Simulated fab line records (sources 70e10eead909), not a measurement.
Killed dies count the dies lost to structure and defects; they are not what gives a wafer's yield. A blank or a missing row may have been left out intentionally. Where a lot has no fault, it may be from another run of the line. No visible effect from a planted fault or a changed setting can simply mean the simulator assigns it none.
Which of the tools did it?    flow nand-harc    42 wafers from 14 lots sampled at 5 of the route's 1159 steps

## WHAT EACH GAUGE READ, for each wafer
NHARC_A_BLC_CD_MEAS_10: the cd target is 100 nm.
lot   measured      on         cd-nm (nm)
L698  day 17 14:02  cd-sem-02  101.3 100.6 100.0
L701  day 17 20:31  cd-sem-03  100.6 100.6 99.9
L702  day 18 06:07  cd-sem-03  101.5 100.4 100.1
L699  day 18 12:07  cd-sem-03  100.4 99.8 100.5
L703  day 18 19:35  cd-sem-01  100.4 99.5 100.8
L700  day 18 20:19  cd-sem-02  100.9 99.0 99.9
L710  day 20 16:38  cd-sem-03  22.7 23.2 22.4
L711  day 20 19:31  cd-sem-03  22.5 23.0 23.0
L712  day 21 06:17  cd-sem-02  97.8 98.8 97.8
L715  day 21 10:08  cd-sem-01  100.7 98.9 101.4
L717  day 22 03:20  cd-sem-01  100.2 100.7 101.0
L718  day 22 08:51  cd-sem-03  98.8 100.3 99.6
L716  day 22 16:04  cd-sem-03  99.4 98.1 97.4
L719  day 22 20:54  cd-sem-01  101.1 100.3 98.6

## EACH LOT AND THE TOOL THAT RAN IT (in order: tool; ch and the chambers of the sampled wafers; start)
lot   NHARC_A_CONTACT_ETCH_135              NHARC_A_CONTACT_ETCH_92             NHARC_A_CONTACT_ETCH_110            NHARC_A_BLC_PEB_08
L698  har-cap-etch-02 ch 0,1, day 17 05:03  rie-diel-05 ch 0,1,3, day 17 06:12  rie-diel-07 ch 2,3, day 17 06:50    litho-track-01 ch 0, day 17 13:57
L701  har-cap-etch-03 ch 0,1, day 17 16:28  rie-diel-05 ch 2,3, day 17 17:23    rie-diel-13 ch 0,3, day 17 17:55    litho-track-01 ch 0, day 17 20:26
L702  har-cap-etch-02 ch 0,1, day 18 01:02  rie-diel-05 ch 1,2,3, day 18 01:56  rie-diel-05 ch 0,2,3, day 18 02:56  litho-track-06 ch 0, day 18 06:02
L699  har-cap-etch-03 ch 0,1, day 18 08:02  rie-diel-13 ch 1,3, day 18 08:55    rie-diel-07 ch 1,3, day 18 09:25    litho-track-01 ch 0, day 18 12:02
L703  har-cap-etch-01 ch 0,1, day 18 13:56  rie-diel-07 ch 0,2,3, day 18 14:49  rie-diel-13 ch 0,2,3, day 18 15:23  litho-track-06 ch 0, day 18 19:30
L700  har-cap-etch-02 ch 0,1, day 18 15:06  rie-diel-13 ch 0,2, day 18 15:59    rie-diel-05 ch 1,2, day 18 16:38    litho-track-01 ch 0, day 18 20:14
L710  har-cap-etch-01 ch 0,1, day 20 12:30  rie-diel-07 ch 0,3, day 20 13:25    rie-diel-05 ch 0,1,2, day 20 14:01  litho-track-01 ch 0, day 20 16:34
L711  har-cap-etch-01 ch 0,1, day 20 15:28  rie-diel-13 ch 2,3, day 20 16:20    rie-diel-13 ch 0,2,3, day 20 16:53  litho-track-01 ch 0, day 20 19:26
L712  har-cap-etch-01 ch 0,1, day 20 18:16  rie-diel-05 ch 1,3, day 20 19:10    rie-diel-05 ch 1,2, day 20 19:41    litho-track-04 ch 0, day 21 06:12
L715  har-cap-etch-01 ch 0,1, day 20 23:11  rie-diel-05 ch 1,3, day 21 00:16    rie-diel-05 ch 0,1,3, day 21 00:47  litho-track-06 ch 0, day 21 10:04
L717  har-cap-etch-03 ch 0, day 21 23:15    rie-diel-05 ch 0,1, day 22 00:10    rie-diel-07 ch 1,2,3, day 22 00:41  litho-track-06 ch 0, day 22 03:15
L718  har-cap-etch-02 ch 0,1, day 22 04:46  rie-diel-05 ch 0,1,2, day 22 05:41  rie-diel-05 ch 0,1,2, day 22 06:11  litho-track-04 ch 0, day 22 08:46
L716  har-cap-etch-01 ch 0,1, day 22 09:23  rie-diel-07 ch 0,2,3, day 22 10:17  rie-diel-05 ch 0,2,3, day 22 10:48  litho-track-04 ch 0, day 22 15:59
L719  har-cap-etch-02 ch 0,1, day 22 13:20  rie-diel-13 ch 1,2,3, day 22 14:28  rie-diel-13 ch 1,2,3, day 22 14:56  litho-track-06 ch 0, day 22 20:49
- NHARC_A_CONTACT_ETCH_135: etches the open film in C4F8/O2/Ar, time 132 s, target depth 1287 nm.
- NHARC_A_CONTACT_ETCH_92: etches the open film in CH3F/O2, target depth 40 nm, time 85.7 s.
- NHARC_A_CONTACT_ETCH_110: etches the open film in CF4/O2, target depth 50 nm, overetch 5 nm, time 27.5 s.
- NHARC_A_BLC_PEB_08: peb time 65 s.

## WHAT THE TOOLS THEMSELVES READ (means of the sampled wafers that have a number; where no wafer has one, the mark that the record gives instead)
NHARC_A_CONTACT_ETCH_92.
lot   tool         drypump-motor-current-A (A)  mfc-ar-sccm (sccm)  oes-product-au (a.u.)  rf-fwd-power-W (W)  rf-vpp-V (V)  showerhead-plenum-p-Torr (Torr)  throttle-valve-pct (%)
L698  rie-diel-05  5.3                          200.4               0.927                  497.8               245.2         2.48                             20.670
L701  rie-diel-05  5.7                          200.2               0.921                  498.1               243.6         2.40                             20.667
L702  rie-diel-05  5.7                          200.3               0.918                  496.1               242.8         2.42                             20.657
L699  rie-diel-13  5.6                          199.8               0.967                  496.2               246.2         2.57                             20.655
L703  rie-diel-07  6.0                          199.9               0.940                  497.3               244.7         2.45                             20.662
L700  rie-diel-13  5.7                          200.1               0.928                  498.3               246.2         2.60                             20.662
L710  rie-diel-07  6.0                          199.6               0.931                  494.7               245.1         2.45                             20.662
L711  rie-diel-13  5.9                          200.1               0.952                  495.8               245.8         2.56                             20.663
L712  rie-diel-05  5.3                          199.7               0.921                  497.1               244.3         2.45                             20.659
L715  rie-diel-05  5.3                          200.3               0.921                  496.1               244.4         2.48                             20.669
L717  rie-diel-05  5.3                          199.6               0.932                  499.4               245.1         2.49                             20.663
L718  rie-diel-05  5.7                          200.1               0.939                  497.2               244.3         2.44                             20.660
L716  rie-diel-07  6.0                          200.4               1.000                  496.5               244.3         2.44                             20.667
L719  rie-diel-13  5.7                          199.9               0.930                  495.4               246.6         2.55                             20.667

NHARC_A_CONTACT_ETCH_110.
lot   tool         cf4-flow-sccm (sccm)  drypump-motor-current-A (A)  mfc-ar-sccm (sccm)  oes_ar_750_au (a.u.)  oes-product-au (a.u.)  rf-fwd-power-W (W)  rf-vpp-V (V)  showerhead-plenum-p-Torr (Torr)  throttle-valve-pct (%)
L698  rie-diel-07  80.01                 5.8                          0.000               0.998                 1.026                  293.4               198.1         1.34                             13.392
L701  rie-diel-13  79.93                 5.6                          0.014               1.000                 0.994                  297.0               198.9         1.41                             13.390
L702  rie-diel-05  80.19                 5.7                          0.000               0.999                 1.010                  296.9               197.7         1.32                             13.402
L699  rie-diel-07  79.87                 5.9                          0.020               0.998                 0.999                  296.3               197.7         1.34                             13.392
L703  rie-diel-13  79.85                 5.7                          0.018               0.996                 0.996                  296.6               199.5         1.40                             13.390
L700  rie-diel-05  80.08                 6.0                          0.000               0.997                 1.002                  295.7               197.5         1.30                             13.402
L710  rie-diel-05  79.79                 5.7                          0.000               1.005                 1.007                  296.6               197.7         1.33                             13.400
L711  rie-diel-13  79.97                 5.7                          0.018               1.001                 1.004                  297.1               200.0         1.40                             13.398
L712  rie-diel-05  79.89                 6.0                          0.000               0.996                 1.016                  295.8               196.6         1.29                             13.401
L715  rie-diel-05  79.92                 5.3                          0.000               0.997                 0.998                  294.6               198.7         1.35                             13.396
L717  rie-diel-07  80.02                 5.9                          0.010               1.002                 0.998                  295.2               198.0         1.33                             13.398
L718  rie-diel-05  79.75                 5.7                          0.000               1.001                 1.005                  295.9               197.9         1.32                             13.399
L716  rie-diel-05  80.11                 5.7                          0.000               1.001                 1.009                  296.6               197.1         1.31                             13.391
L719  rie-diel-13  79.94                 5.7                          0.018               0.999                 1.004                  295.0               198.8         1.39                             13.395

NHARC_A_BLC_PEB_08.
lot   tool            heater-power-total-W (W)  plate-temp-C (C)
L698  litho-track-01  156.9                     99.92
L701  litho-track-01  157.0                     100.09
L702  litho-track-06  156.4                     100.04
L699  litho-track-01  156.3                     100.05
L703  litho-track-06  156.5                     100.08
L700  litho-track-01  156.4                     99.99
L710  litho-track-01  126.2                     85.79
L711  litho-track-01  126.7                     85.72
L712  litho-track-04  156.5                     99.86
L715  litho-track-06  156.7                     100.07
L717  litho-track-06  156.4                     100.00
L718  litho-track-04  156.4                     99.99
L716  litho-track-04  156.8                     100.02
L719  litho-track-06  156.4                     99.95

## THE ANSWER, worked out from the rows above alone
Rule: the usual values come from the lots themselves. Put in order of their means at a reading, lots are off if they are a third of the lots or fewer, leave a main group of 4 or more, and stand apart from it by a gap of 3 or more times the standard deviation of the main group's means; of several such gaps the widest counts. Not used: any main group whose means are identical at the precision the tables above print for the reading. Also off: a lot with no number at a reading for which 4 or more lots have one. All remaining lots with rows at the step are treated as sound. After the gauges, taken in route order, come the tools' own readings; for these a lot's mean is taken, as printed above. The first step at which some lot is off is used, and at that step the reading that is off furthest; a lot without a number counts as furthest.
Off: L710, L711, at NHARC_A_BLC_CD_MEAS_10 (cd-nm). The main group has a mean of 99.9 nm with a standard deviation of 0.82.
A tool fits if, at a process step before that reading, it ran every lot that is off, and no sound lot after the first of them. The gauges at NHARC_A_BLC_CD_MEAS_10 aren't tried: what is off there is off at NHARC_A_BLC_PEB_08 too, on other tools, and a gauge's error can't cause that. One fits: NHARC_A_BLC_PEB_08 on litho-track-01. A fault onset in the window from L700 (day 18 20:14, its last sound lot) to L710 (day 20 16:34, its first lot off) fits.
The tool's own readings at NHARC_A_BLC_PEB_08 bear it out: on the lots that are off they differ by more than 5 times the standard deviation of the sound lots' means. heater-power-total-W reads 126.5 W there against 156.6 W on the sound lots; plate-temp-C reads 85.75 C there against 100.00 C on the sound lots.

## WHAT THE SIMULATOR HAD INSERTED
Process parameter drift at NHARC_A_BLC_PEB_08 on litho-track-01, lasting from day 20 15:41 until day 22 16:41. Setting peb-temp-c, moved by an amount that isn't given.
Lots struck among those shown: L710, L711. The same result came from the rule above.
